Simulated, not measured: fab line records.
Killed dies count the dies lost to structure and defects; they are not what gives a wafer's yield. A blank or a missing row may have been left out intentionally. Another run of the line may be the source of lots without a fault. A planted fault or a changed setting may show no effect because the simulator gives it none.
fab line records	flow n5Finfet
record: lots: 7	wafers: 39
route steps=1938 shown BEOL_M8@1377 BEOL_M10@1533 BEOL_M12@1637 BEOL_M14@1770
startH: hours from the record's opening day to when the first of the lot's shown wafers began	waitH: how many hours have passed since the lot's step before this one	" identical to the entry in the row above	L1.1+2: several wafers, shown together as one row	- no value present, or no start provided	* or withheld: withheld	< > ~ a bound
route shown NAME@n: names a module that has steps shown in the file, with the first one's number in the route	usual: mean and standard deviation over wafers with no fault	same: alike in all rows	chamber/n: place in a boat	sites: the reading at each site	_std_site: standard deviation of those values	_edge_site: mean of outer sites minus mean of inner sites	radiusMm: how far each site lies from the wafer's centre	mask NAME#n: copy n	behind: tool/chamber where the wafer was last shaped	hold: cause of the lot's hold/its duration in hours/its outcome	device: transistor that didn't switch, given as n, p or np	end of line: the route-end tests of the same wafers	a step without rows: its recipe alone	killed: not the wafer's yield, but the dies lost to structure and defects at the first sort	map: per-die view of a wafer (x killed, . not killed, _ where there is no die)
set.NAME: setting as actually run; set.NAME@STEP: the setting as run at that earlier step	model.NAME: the simulator's own value behind a step, which no gauge read
lots where settings were altered on purpose, with a table for each step and a row for each wafer
== steps ==
step: N5_BEOL_M8_TRENCH_ETCH_37
recipe: chemistry: C4F6/O2	targetDepthA: 934.78	target: SiCOH_lowk	timeS: 31.2	ionEnergyEv: 250	pressureMtorr: 30	sourceW: 345	biasW: 185	Ar_flow_sccm: 300	C4F6_flow_sccm: 10	O2_flow_sccm: 10
lot.wafer	tool	chamber	startH	waitH	set.timeS	model.BEOL_M8.featureDepthNm	model.etch.depthNm	model.TiN_of_BEOL_M8_HM_DEP_02.thkNm
L077.1	rieDiel-05	1	-	-	17.36	50.8	50.72	18.4
L077.2	"	2	"	"	17.36	51.4	51.43	19
L077.3	"	0	"	"	31.2	92.2	92.16	17.6
L077.4	"	3	"	"	31.2	92.4	92.4	17.6
L077.5	"	0	"	"	17.36	51	51.07	19
L077.6	"	3	"	"	31.2	91.2	91.2	17.8
L076.1	rieDiel-05	0	-	-	31.2	93.4	93.35	17.4
L076.2	"	2	"	"	31.2	93.2	93.21	17.4
L076.3	"	3	"	"	31.2	92.4	92.44	17.4
L076.4	"	1	"	"	31.2	92.2	92.23	17.4
L076.5	"	2	"	"	31.2	93	93.07	17.4
L076.6	"	3	"	"	31.2	92	91.97	17.4
L079.1	rieDiel-06	2	-	-	46.35	138.6	138.6	16
L079.2	"	0	"	"	46.35	139.8	139.8	16
L079.3	"	3	"	"	31.2	93.8	93.88	17.4
L079.4	"	1	"	"	46.35	139.4	139.5	16
L079.5	"	2	"	"	31.2	93.4	93.43	17.2
L079.6	"	3	"	"	31.2	94.4	94.46	17.2
L080.1	rieDiel-06	2	-	-	31.2	92.2	92.24	17.2
L080.2	"	3	"	"	48.92	147.2	147.2	15.8
L080.3	"	0	"	"	48.92	146.6	146.6	15.6
L080.4	"	1	"	"	31.2	93.6	93.52	17.6
L080.5	"	1	"	"	31.2	93.6	93.61	17.2
L080.6	"	2	"	"	48.92	144.2	144.2	15.6
L083.1	rieDiel-05	3	-	-	24.51	72	72.06	17.8
L083.2	"	0	"	"	31.2	92	91.97	17.4
L083.3	"	2	"	"	24.51	72.6	72.59	17.8
L083.4	"	1	"	"	31.2	91	90.97	17.4
L083.5	"	2	"	"	31.2	93	92.94	17.2
L083.6	"	1	"	"	24.51	71.6	71.6	18
L087.1	rieDiel-04	0	-	-	31.2	94.6	94.63	17.2
L087.2	"	1	"	"	17.85	53.6	53.69	18.4
L087.3	"	2	"	"	17.85	52	52.09	18.8
L087.4	"	3	"	"	17.85	54.2	54.2	18.4
L087.5	"	0	"	"	31.2	93.8	93.84	17.2
L087.6	"	3	"	"	31.2	94.2	94.14	17
L091.1	rieDiel-04	2	-	-	31.2	93.4	93.45	17.4
L091.2	"	1	"	"	31.2	94.4	94.4	17.2
L091.4	"	0	"	"	31.2	94.8	94.8	17.2
step: N5_BEOL_M8_ETCH_41
recipe: chemistry: CH3F/O2	target: SiCN	targetDepthA: 319	taperDeg: 2	timeS: 57.8	ionEnergyEv: 120	maskMaterial: TiN	pressureMtorr: 30	sourceW: 395	biasW: 75	Ar_flow_sccm: 150	CH3F_flow_sccm: 30	O2_flow_sccm: 20
step: N5_BEOL_M8_STRIP_80
recipe: chemistry: N2/H2	timeS: 10	powerW: 450	tempC: 40	pressureMtorr: 20	rfFrequencyHz: 6e+07	biasPowerW: 7	n2FlowSccm: 200	h2FlowSccm: 200
step: N5_BEOL_M8_OCD_MEAS_38
usual: trenchDepthNm: 93.6/1.5
lot.wafer	tool	chamber	startH	waitH	set.timeS@BEOL_M8_TRENCH_ETCH_37	trenchDepthNm
L077.1	ocd-01	-	236.30	-	17.36	51.1
L077.2	"	-	"	"	17.36	50.9
L077.3	"	-	"	"	31.2	92.2
L077.4	"	-	"	"	31.2	93.0
L077.5	"	-	"	"	17.36	51.0
L077.6	"	-	"	"	31.2	91.3
L076.1	ocd-02	-	236.93	-	31.2	92.9
L076.2	"	-	"	"	31.2	93.1
L076.3	"	-	"	"	31.2	92.1
L076.4	"	-	"	"	31.2	91.8
L076.5	"	-	"	"	31.2	93.2
L076.6	"	-	"	"	31.2	92.2
L079.1	ocd-01	-	266.09	-	46.35	138.4
L079.2	"	-	"	"	46.35	139.8
L079.3	"	-	"	"	31.2	94.4
L079.4	"	-	"	"	46.35	139.6
L079.5	"	-	"	"	31.2	93.9
L079.6	"	-	"	"	31.2	94.1
L080.1	ocd-02	-	284.94	-	31.2	92.1
L080.2	"	-	"	"	48.92	147.3
L080.3	"	-	"	"	48.92	146.5
L080.4	"	-	"	"	31.2	93.4
L080.5	"	-	"	"	31.2	92.9
L080.6	"	-	"	"	48.92	144.0
L083.1	ocd-02	-	285.10	-	24.51	72.2
L083.2	"	-	"	"	31.2	91.8
L083.3	"	-	"	"	24.51	72.4
L083.4	"	-	"	"	31.2	91.5
L083.5	"	-	"	"	31.2	92.3
L083.6	"	-	"	"	24.51	72.0
L087.1	ocd-01	-	320.78	-	31.2	94.5
L087.2	"	-	"	"	17.85	53.6
L087.3	"	-	"	"	17.85	52.4
L087.4	"	-	"	"	17.85	54.6
L087.5	"	-	"	"	31.2	93.8
L087.6	"	-	"	"	31.2	94.2
L091.1	ocd-01	-	323.01	-	31.2	93.6
L091.2	"	-	"	"	31.2	94.6
L091.4	"	-	"	"	31.2	95.2
step: N5_BEOL_M8_HM_STRIP_39
recipe: chemistry: peroxideTinStrip	material: TiN	targetDepthA: 250	tempC: 50	timeS: 158
step: N5_BEOL_M8_SRD_40
recipe: timeS: 30	tempC: 23	rinseLiquid: diw	dry: ipaMarangoni
step: N5_BEOL_M8_ECD_50
recipe: material: Cu	targetThkA: 3000
step: N5_BEOL_M8_ANNEAL_51
recipe: tempC: 225	timeS: 90	ambient: N2
step: N5_BEOL_M8_CMP_52
recipe: stopOn: SiCOH_lowk	tOverpolishS: 6.9	downForcePsi: 1	platenRpm: 50	clearingPlatenDownForcePsi: 1.5	clearingPlatenRpm: 50	postCmpClean: cuAlkaline	targetThkNm: 80	clearingPlatenPadVelocityMS: 0.99484	padVelocityMS: 0.99484
lot.wafer	tool	chamber	startH	waitH	set.timeS@BEOL_M8_TRENCH_ETCH_37	model.Cu_of_BEOL_M8_ECD_50.thkNm
L077.4	cmp-03	0	241.65	0.1	31.2	78
L077.1	"	1	"	"	17.36	36.4
L077.3	"	2	"	"	31.2	78.4
L077.2	"	3	"	"	17.36	38.2
L077.5	"	0	"	"	17.36	37.2
L077.6	"	1	"	"	31.2	76.6
L076.4	cmp-03	3	244.65	0.1	31.2	79.4
L076.3	"	0	"	"	31.2	78.2
L076.1	"	1	"	"	31.2	79.6
L076.2	"	2	"	"	31.2	79.2
L076.6	"	3	"	"	31.2	78.4
L076.5	"	0	"	"	31.2	79.8
L079.3	cmp-01	1	268.78	0.2	31.2	80.2
L079.1	"	2	"	"	46.35	124
L079.4	"	3	"	"	46.35	126.4
L079.2	"	0	"	"	46.35	126.8
L079.5	"	1	"	"	31.2	79.2
L079.6	"	2	"	"	31.2	79.4
L080.2	cmp-03	2	287.57	0.2	48.92	134
L080.4	"	3	"	"	31.2	80.4
L080.3	"	0	"	"	48.92	132.2
L080.1	"	1	"	"	31.2	79.2
L080.6	"	2	"	"	48.92	131.4
L080.5	"	3	"	"	31.2	81.2
L083.3	cmp-01	1	287.83	0.2	24.51	60
L083.2	"	2	"	"	31.2	77.8
L083.4	"	3	"	"	31.2	78.6
L083.1	"	0	"	"	24.51	59.6
L083.5	"	1	"	"	31.2	80.2
L083.6	"	2	"	"	24.51	57.8
L087.2	cmp-04	3	324.28	0.2	17.85	40
L087.1	"	0	"	"	31.2	82.2
L087.4	"	1	"	"	17.85	40.6
L087.3	"	2	"	"	17.85	38.6
L087.6+5	"	3,0	"	"	31.2	80.8
L091.4	cmp-01	3	326.23	0.1	31.2	82.4
L091.2	"	0	"	"	31.2	81.6
L091.1	"	2	"	"	31.2	79.4
step: N5_BEOL_M8_THK_MEAS_53
recipe: thkMeasGauge: xrf	reads: Cu_of_BEOL_M8_ECD_50
usual: M8_THK: 79.6/2.1
lot.wafer	tool	chamber	startH	waitH	set.timeS@BEOL_M8_TRENCH_ETCH_37	M8_THK[nm]
L077.1	filmMetro-01	-	241.95	-	17.36	36.0
L077.2	"	-	"	"	17.36	37.9
L077.3	"	-	"	"	31.2	77.5
L077.4	"	-	"	"	31.2	77.5
L077.5	"	-	"	"	17.36	36.9
L077.6	"	-	"	"	31.2	76.0
L076.1	filmMetro-02	-	244.95	-	31.2	79.5
L076.2	"	-	"	"	31.2	78.8
L076.3	"	-	"	"	31.2	77.9
L076.4	"	-	"	"	31.2	79.4
L076.5	"	-	"	"	31.2	80.2
L076.6	"	-	"	"	31.2	78.1
L079.1	filmMetro-02	-	269.07	-	46.35	122.6
L079.2	"	-	"	"	46.35	125.2
L079.3	"	-	"	"	31.2	79.0
L079.4	"	-	"	"	46.35	124.9
L079.5	"	-	"	"	31.2	78.6
L079.6	"	-	"	"	31.2	78.4
L080.1	filmMetro-02	-	287.86	-	31.2	78.3
L080.2	"	-	"	"	48.92	132.2
L080.3	"	-	"	"	48.92	131.0
L080.4	"	-	"	"	31.2	79.7
L080.5	"	-	"	"	31.2	79.8
L080.6	"	-	"	"	48.92	130.1
L083.1	filmMetro-01	-	288.12	-	24.51	59.1
L083.2	"	-	"	"	31.2	77.2
L083.3	"	-	"	"	24.51	59.4
L083.4	"	-	"	"	31.2	78.1
L083.5	"	-	"	"	31.2	79.7
L083.6	"	-	"	"	24.51	57.4
L087.1	filmMetro-01	-	324.58	-	31.2	81.0
L087.2	"	-	"	"	17.85	39.4
L087.3	"	-	"	"	17.85	38.0
L087.4	"	-	"	"	17.85	40.0
L087.5	"	-	"	"	31.2	79.7
L087.6	"	-	"	"	31.2	79.8
L091.1	filmMetro-01	-	326.52	-	31.2	79.3
L091.2	"	-	"	"	31.2	81.5
L091.4	"	-	"	"	31.2	82.5
step: N5_BEOL_M8_PRE_CLEAN_55
recipe: gas: NH3	timeS: 15	tempC: withheld	rfPowerW: 300
step: N5_BEOL_M8_DEP_56
recipe: material: SiCN	targetThkA: 100	tempC: withheld	precursor: 3MS/NH3	pressureTorr: 3	rfW: 202	timeS: 17.5
step: N5_BEOL_M8_RS_MEAS_57
recipe: thkMeasGauge: four-point-probe	reads: Cu_of_BEOL_M8_ECD_50+Co_of_BEOL_M8_CVD_78+TaN_of_BEOL_M8_ALD_77
usual: M8_RS: 0.285/0.008
lot.wafer	tool	chamber	startH	waitH	set.timeS@BEOL_M8_TRENCH_ETCH_37	M8_RS[ohm/sq]
L077.1	filmMetro-01	-	242.08	0.1	17.36	0.759
L077.2	"	-	"	"	17.36	0.712
L077.3	"	-	"	"	31.2	0.292
L077.4	"	-	"	"	31.2	0.294
L077.5	"	-	"	"	17.36	0.738
L077.6	"	-	"	"	31.2	0.301
L076.1	filmMetro-01	-	245.08	0.1	31.2	0.288
L076.2	"	-	"	"	31.2	0.289
L076.3	"	-	"	"	31.2	0.293
L076.4	"	-	"	"	31.2	0.289
L076.5	"	-	"	"	31.2	0.287
L076.6	"	-	"	"	31.2	0.293
L079.1	filmMetro-02	-	269.20	0.1	46.35	0.173
L079.2	"	-	"	"	46.35	0.169
L079.3	"	-	"	"	31.2	0.285
L079.4	"	-	"	"	46.35	0.170
L079.5	"	-	"	"	31.2	0.290
L079.6	"	-	"	"	31.2	0.289
L080.1	filmMetro-01	-	287.99	0.1	31.2	0.288
L080.2	"	-	"	"	48.92	0.158
L080.3	"	-	"	"	48.92	0.161
L080.4	"	-	"	"	31.2	0.284
L080.5	"	-	"	"	31.2	0.280
L080.6	"	-	"	"	48.92	0.162
L083.1	filmMetro-02	-	288.25	0.1	24.51	0.407
L083.2	"	-	"	"	31.2	0.295
L083.3	"	-	"	"	24.51	0.405
L083.4	"	-	"	"	31.2	0.293
L083.5	"	-	"	"	31.2	0.285
L083.6	"	-	"	"	24.51	0.423
L087.1	filmMetro-02	-	324.71	0.1	31.2	0.278
L087.2	"	-	"	"	17.85	0.677
L087.3	"	-	"	"	17.85	0.705
L087.4	"	-	"	"	17.85	0.658
L087.5	"	-	"	"	31.2	0.283
L087.6	"	-	"	"	31.2	0.283
L091.1	filmMetro-02	-	326.65	0.1	31.2	0.289
L091.2	"	-	"	"	31.2	0.280
L091.4	"	-	"	"	31.2	0.276
step: N5_BEOL_M10_DEP_56
recipe: material: SiCN	targetThkA: 150	tempC: withheld	precursor: 3MS/NH3	pressureTorr: 3	rfW: 202	timeS: 26.5
lot.wafer	tool	chamber	startH	waitH	set.targetThkA	model.SiCN_of_BEOL_M10_DEP_56.thkNm
L076.1	pecvd-03	1	268.32	0.0	190.1	18.6
L076.2	"	0	"	"	190.1	18.4
L076.3	"	2	"	"	150	14.2
L076.4	"	1	"	"	190.1	18.8
L076.5	"	0	"	"	150	15
L076.6	"	2	"	"	150	14.8
L077.1	pecvd-01	2	268.86	0.0	69.01	7
L077.2+4	"	0,1	"	"	150	15
L077.3	"	1	"	"	150	15.2
L077.5	"	2	"	"	69.01	6.8
L077.6	"	0	"	"	69.01	7.2
L079.1+5+6	pecvd-01	0,1,0	287.80	0.0	150	15
L079.2+3	"	2,1	"	"	234.3	23.4
L079.4	"	2	"	"	234.3	23.8
L080.1	pecvd-01	0	302.64	0.0	150	14.6
L080.2+5	"	1,2	"	"	212.7	21.2
L080.3	"	2	"	"	212.7	20.8
L080.4+6	"	1,0	"	"	150	14.8
L083.1+4	pecvd-01	2	304.41	0.0	212.5	21.2
L083.2	"	0	"	"	212.5	21
L083.3+5	"	1,0	"	"	150	14.8
L083.6	"	1	"	"	150	15
L087.1+2	pecvd-04	2,1	340.47	0.0	150	14.6
L087.3+4	"	0,1	"	"	150	14.8
L087.5	"	0	"	"	150	15
L087.6	"	2	"	"	150	15.2
L091.1+2+4	pecvd-03	2,1,1	341.88	0.0	150	14.8
step: N5_BEOL_M12_ETCH_68
recipe: chemistry: N2/H2	target: SOC	maskMaterial: SiARC	sourceW: 3000	biasW: 350	tempC: 40	timeS: 285	ionEnergyEv: 200	pressureMtorr: 30	n2FlowSccm: 200	h2FlowSccm: 200
lot.wafer	tool	chamber	startH	waitH	set.timeS	model.SiARC_of_BEOL_M12_COAT_66.thkNm
L076.1+3+6	rieDiel-04	3,0,3	279.88	0.1	285	84.8
L076.2	"	1	"	"	410	74.2
L076.4	"	0	"	"	410	73.6
L076.5	"	1	"	"	410	73.8
L077.1	rieDiel-06	0	280.78	0.1	446.2	71.6
L077.2	"	1	"	"	285	86.4
L077.3	"	2	"	"	446.2	72.4
L077.4+5	"	3,1	"	"	285	86.2
L077.6	"	2	"	"	446.2	73.2
L079.1+2	rieDiel-06	0,3	297.77	0.1	148.7	97.4
L079.3	"	2	"	"	285	86.4
L079.4+5	"	1,3	"	"	285	86
L079.6	"	2	"	"	148.7	97.6
L080.1+2+4+6	rieDiel-05	1,3,0,3	314.33	0.1	285	85.8
L080.3	"	2	"	"	285	85.6
L080.5	"	0	"	"	285	85.4
L083.1	rieDiel-06	1	316.80	0.1	285	86.6
L083.2	"	3	"	"	285	86
L083.3	"	0	"	"	285	85.4
L083.4	"	2	"	"	285	86.2
L083.5	"	0	"	"	285	85.6
L083.6	"	1	"	"	285	86.4
L087.1	rieDiel-04	3	352.39	0.1	329.5	81.2
L087.2	"	2	"	"	329.5	81.8
L087.3	"	0	"	"	285	85
L087.4	"	1	"	"	285	85.2
L087.5	"	1	"	"	329.5	81.4
L087.6	"	2	"	"	285	85.6
L091.1	rieDiel-06	0	352.88	0.1	285	85.2
L091.2	"	2	"	"	285	86.2
L091.4	"	3	"	"	285	85.6
step: N5_BEOL_M14_DEP_53
recipe: material: SiCN	targetThkA: 500	tempC: withheld	precursor: 3MS/NH3	pressureTorr: 3	rfW: 675	timeS: 17.8
lot.wafer	tool	chamber	startH	waitH	set.targetThkA	model.SiCN_of_BEOL_M14_DEP_53.thkNm
L076.1+4	pecvd-03	1,2	296.77	0.0	500	50
L076.2+3	"	2,0	"	"	500	49.2
L076.5	"	0	"	"	500	50.8
L076.6	"	1	"	"	500	51.2
L077.1	pecvd-03	2	301.92	0.0	500	50
L077.2	"	1	"	"	500	51
L077.3	"	0	"	"	417.5	42
L077.4	"	0	"	"	417.5	42.2
L077.5	"	2	"	"	417.5	41.8
L077.6	"	1	"	"	500	52
L079.1	pecvd-03	2	312.70	0.0	500	49
L079.2	"	1	"	"	500	50.4
L079.3	"	0	"	"	500	49.6
L079.4	"	1	"	"	500	50.8
L079.5	"	2	"	"	500	50.2
L079.6	"	0	"	"	500	50
L080.1+3	pecvd-04	2,1	329.49	0.0	500	49.6
L080.2	"	0	"	"	334.4	32.8
L080.4	"	1	"	"	334.4	33.2
L080.5	"	0	"	"	334.4	33
L080.6	"	2	"	"	500	49.8
L083.1	pecvd-04	1	331.48	0.0	500	49.6
L083.2	"	0	"	"	748	73.6
L083.3	"	2	"	"	500	49.2
L083.4	"	2	"	"	500	50.4
L083.5	"	0	"	"	748	74.6
L083.6	"	1	"	"	748	75
L087.1	pecvd-03	1	368.80	0.0	262.6	26.4
L087.2	"	2	"	"	500	49.8
L087.3	"	0	"	"	262.6	25.6
L087.4	"	2	"	"	262.6	26
L087.5	"	0	"	"	500	51
L087.6	"	1	"	"	500	51.2
L091.1	pecvd-03	2	369.11	0.0	500	49.2
L091.2	"	1	"	"	500	49.8
L091.4	"	0	"	"	500	50.4
== key ==
split: step: N5_BEOL_M8_TRENCH_ETCH_37	setting: timeS	stated: 31.2	by: wafer
response: step: N5_BEOL_M8_TRENCH_ETCH_37	reading: model.BEOL_M8.featureDepthNm	change: +0.935	per: 1%	r: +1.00
response: step: N5_BEOL_M8_TRENCH_ETCH_37	reading: model.etch.depthNm	change: +0.934	per: 1%	r: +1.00
response: step: N5_BEOL_M8_TRENCH_ETCH_37	reading: model.TiN_of_BEOL_M8_HM_DEP_02.thkNm	change: -0.0282	per: 1%	r: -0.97
response: step: N5_BEOL_M8_OCD_MEAS_38	reading: trenchDepthNm	change: +0.934	per: 1%	r: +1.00
response: step: N5_BEOL_M8_CMP_52	reading: model.Cu_of_BEOL_M8_ECD_50.thkNm	change: +0.935	per: 1%	r: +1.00
response: step: N5_BEOL_M8_THK_MEAS_53	reading: M8_THK	change: +0.926	per: 1%	r: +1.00
response: step: N5_BEOL_M8_RS_MEAS_57	reading: M8_RS	shape: bent	atLowest: 0.736	atStated: 0.288	atHighest: 0.161
split: step: N5_BEOL_M10_DEP_56	setting: targetThkA	stated: 150	by: wafer
response: step: N5_BEOL_M10_DEP_56	reading: model.SiCN_of_BEOL_M10_DEP_56.thkNm	change: +0.151	per: 1%	r: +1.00
split: step: N5_BEOL_M12_ETCH_68	setting: timeS	stated: 285	by: wafer
response: step: N5_BEOL_M12_ETCH_68	reading: model.SiARC_of_BEOL_M12_COAT_66.thkNm	change: -0.244	per: 1%	r: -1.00
split: step: N5_BEOL_M14_DEP_53	setting: targetThkA	stated: 500	by: wafer
response: step: N5_BEOL_M14_DEP_53	reading: model.SiCN_of_BEOL_M14_DEP_53.thkNm	change: +0.509	per: 1%	r: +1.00
